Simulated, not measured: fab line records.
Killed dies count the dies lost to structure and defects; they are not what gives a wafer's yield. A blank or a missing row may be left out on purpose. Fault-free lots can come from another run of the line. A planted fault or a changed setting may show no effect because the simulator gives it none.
Matching of chambers :: flow nand_harc :: pecvd-02 running NHARC_A_CONTACT_DEP_58: 3 sister chambers
The step deposits SiON, target thk 60 nm. 3 wafers are shown with their chamber, then 11 later ones without.

== WAFERS, EACH WITH ITS CHAMBER ==
wafer: L084.4
chamber: 0
heater_power_w (W): 698

wafer: L084.6
chamber: 2
heater_power_w (W): 793

wafer: L085.3
chamber: 1
heater_power_w (W): 606

== WAFERS WITHOUT THEIR CHAMBER ==
wafer: L085.4
heater_power_w (W): 854

wafer: L085.5
heater_power_w (W): 678

wafer: L088.1
heater_power_w (W): 734

wafer: L088.3
heater_power_w (W): 858

wafer: L088.6
heater_power_w (W): 733

wafer: L089.2
heater_power_w (W): 920

wafer: L089.3
heater_power_w (W): 675

wafer: L089.4
heater_power_w (W): 941

wafer: L097.2
heater_power_w (W): 788

wafer: L097.3
heater_power_w (W): 657

wafer: L097.5
heater_power_w (W): 756

== THE CHAMBER EACH PASSED THROUGH ==
wafer: L085.4
from the rows above: can't be placed: 2 or 0
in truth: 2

wafer: L085.5
from the rows above: can't be placed: 0 or 1 or 2
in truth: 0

wafer: L088.1
from the rows above: can't be placed: 0 or 2 or 1
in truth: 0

wafer: L088.3
from the rows above: can't be placed: 2 or 0
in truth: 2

wafer: L088.6
from the rows above: can't be placed: 0 or 2 or 1
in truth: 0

wafer: L089.2
from the rows above: can't be placed: 2 or 0
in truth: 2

wafer: L089.3
from the rows above: can't be placed: 0 or 1 or 2
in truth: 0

wafer: L089.4
from the rows above: can't be placed: 2 or 0
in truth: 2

wafer: L097.2
from the rows above: can't be placed: 2 or 0
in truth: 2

wafer: L097.3
from the rows above: can't be placed: 0 or 1 or 2
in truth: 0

wafer: L097.5
from the rows above: can't be placed: 2 or 0 or 1
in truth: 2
Correctly placed: 0 of 11. Can't be placed from these rows: 11 (the true chamber is among the candidates in 11). Placed wrongly: 0.
How it was worked out, from the rows above alone: a wafer's distance from a chamber is the root of the sum, over the readings, of the square of ((its reading less the chamber's mean) divided by the reading's scatter). If the next closest chamber is less than 2 further off than the closest, the wafer can't be placed; otherwise it belongs to the closest. The mean given for a chamber averages the wafers shown for that chamber. The scatter (one wafer shown for each chamber): square how far every hidden wafer sits from the nearest shown wafer, average those squares and take the square root.
